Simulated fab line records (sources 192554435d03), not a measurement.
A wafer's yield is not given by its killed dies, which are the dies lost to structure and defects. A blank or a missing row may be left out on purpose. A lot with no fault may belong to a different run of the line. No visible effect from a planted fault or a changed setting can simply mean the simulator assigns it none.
Comparing a struck lot with a sound one | flow n5Finfet | 15 steps out of a route of 1938
Sound: wafers L672.1, L672.4, L672.6. The struck wafers were L682.2, L682.4, L682.5. The cause comes at the end.
For every step that has rows: the tool of each side, followed by ch and its chambers, followed by its first start. Under that, the readings that differ: sound wafers | struck wafers | difference of the means | sigmas: that difference in standard deviations of wafers without a fault.
alike: same words and numbers on both sides, and readings whose means sit less than 2 such deviations apart. not compared: any withheld reading, any reading some wafer has no value for, any bound like >300 that may hide the same value, and any number with overlapping values for which the record gives no deviation.
Wherever a step has rows on one side only, a row that says differs or no value, or a row with sigmas, the two part there. When numbers do not overlap yet have no deviation, they are printed without sigmas and do not part them. A reading missing from all wafers of one side parts the sides only when that side holds two or more wafers.

first, 1 step without rows for these wafers: N5_BEOL_M11_DEVELOP_10 (develop time 30 s).
N5_BEOL_M11_CD_MEAS_11: target cd 64.1 nm.
  sound on cdSem-02 ch 0, day 11 04:16; struck on cdSem-02 ch 0, day 14 02:00
  alike: cdNm
N5_BEOL_M11_OVL_MEAS_12:
  sound on overlay-02 ch 0, day 11 04:18; struck on overlay-01 ch 0, day 14 02:02
  alike: M11_OVL
N5_BEOL_M11_INSPECT_13: inspects for defects (brightfield).
  struck on defectInspect-01, day 14 02:04; sound on defectInspect-01, day 11 04:20
  alike: rawDefectCount
N5_BEOL_M11_DESCUM_16: chemistry O2, time 7.9 s.
  sound on rieDiel-02 ch 0,1,3, day 11 04:22; struck on rieDiel-02 ch 0,3, day 14 02:05
  alike: drypumpMotorCurrentA, o2FlowSccm, oesProductAu, rfVppV, showerheadPlenumPTorr, throttleValvePct
  not compared: rfHoursCounterH
N5_BEOL_M11_ETCH_61: etches SiARC in CF4, target depth 39 nm, time 65 s.
  sound on rieDiel-02 ch 0,1,3, day 11 04:24; struck on rieDiel-02 ch 0,3, day 14 02:07
  alike: drypumpMotorCurrentA, etchRfOnTimeS, oesProductAu, rfVppV, showerheadPlenumPTorr, throttleValvePct
  not compared: rfHoursCounterH
N5_BEOL_M11_ETCH_62: etches SOC in N2/H2, target depth 110 nm, overetch 22 nm, time 165 s.
  sound on rieDiel-02 ch 0,1,3, day 11 04:27; struck on rieDiel-02 ch 0,3, day 14 02:10
  alike: drypumpMotorCurrentA, oesProductAu, rfVppV, showerheadPlenumPTorr, throttleValvePct
  not compared: rfHoursCounterH
then, 1 step without rows for these wafers: N5_BEOL_M11_STRIP_68 (strips in N2/H2).
N5_BEOL_M11_STRIP_67: strips in CF4.
  sound on rieDiel-02 ch 0,1,3, day 11 04:35; struck on rieDiel-02 ch 0,3, day 14 02:19
  alike: drypumpMotorCurrentA, oesProductAu, rfVppV, showerheadPlenumPTorr, throttleValvePct
  not compared: rfHoursCounterH
N5_BEOL_M11_HM_OPEN_17: chemistry Cl2/BCl3, target TiN, target depth 20 nm, overetch 6 nm.
  sound on rieMetal-01 ch 0,1, day 11 04:38; struck on rieMetal-03 ch 0,1, day 14 02:22
  alike: drypumpMotorCurrentA, oesProductAu, throttleValvePct
  not compared: rfHoursCounterH
then, 1 step without rows for these wafers: N5_BEOL_M11_STRIP_19 (strips in O2).
N5_BEOL_M11_CD_MEAS_18: pitch 140 nm, target cd 70 nm.
  struck on cdSem-03, day 14 02:35; sound on cdSem-03, day 11 04:49
  alike: cdNm
N5_BEOL_M11_COAT_63: time 60 s, resist thk 100 nm.
  sound on lithoTrack-05 ch 0, day 11 05:52; struck on lithoTrack-02 ch 0, day 14 02:37
reading               | sound                | struck               | difference | sigmas
heaterPowerTotalW (W) | 498.6 500.8 498.2    | 517.5 513.7 516.4    | +16.7      | +9
plateTempC (C)        | 249.79 249.92 249.96 | 256.08 255.93 255.93 | +6.09      | +41
  alike: dispensePressureKPa
then, 1 step without rows for these wafers: N5_BEOL_M11_COAT_64 (time 60 s, resist thk 30 nm).
N5_PASSIVATION_PROBE_49:
  struck on prober-02, day 16 00:19; sound on prober-02, day 13 07:41
reading              | sound   | struck | difference | sigmas
sort_bin_8_speed (%) | 0 4.3 0 | 0 0 0  | -1         | -4
  alike: defectLimitedYield, killed_at_M0_to_M3, killed_at_M4_up, killedAtContacts, killedAtFrontEnd, killedAtOther, killedDies, killedOpen, killedShort, sort_bin_5_function, sort_bin_6_memory, sortNPass, sortYieldPct

WHERE THEY PART
Last at N5_PASSIVATION_PROBE_49 as far as this record goes, first at N5_BEOL_M11_COAT_63.

WHY: whatever the simulator had introduced
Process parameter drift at N5_BEOL_M11_COAT_63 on lithoTrack-02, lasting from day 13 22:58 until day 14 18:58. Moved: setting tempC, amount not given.
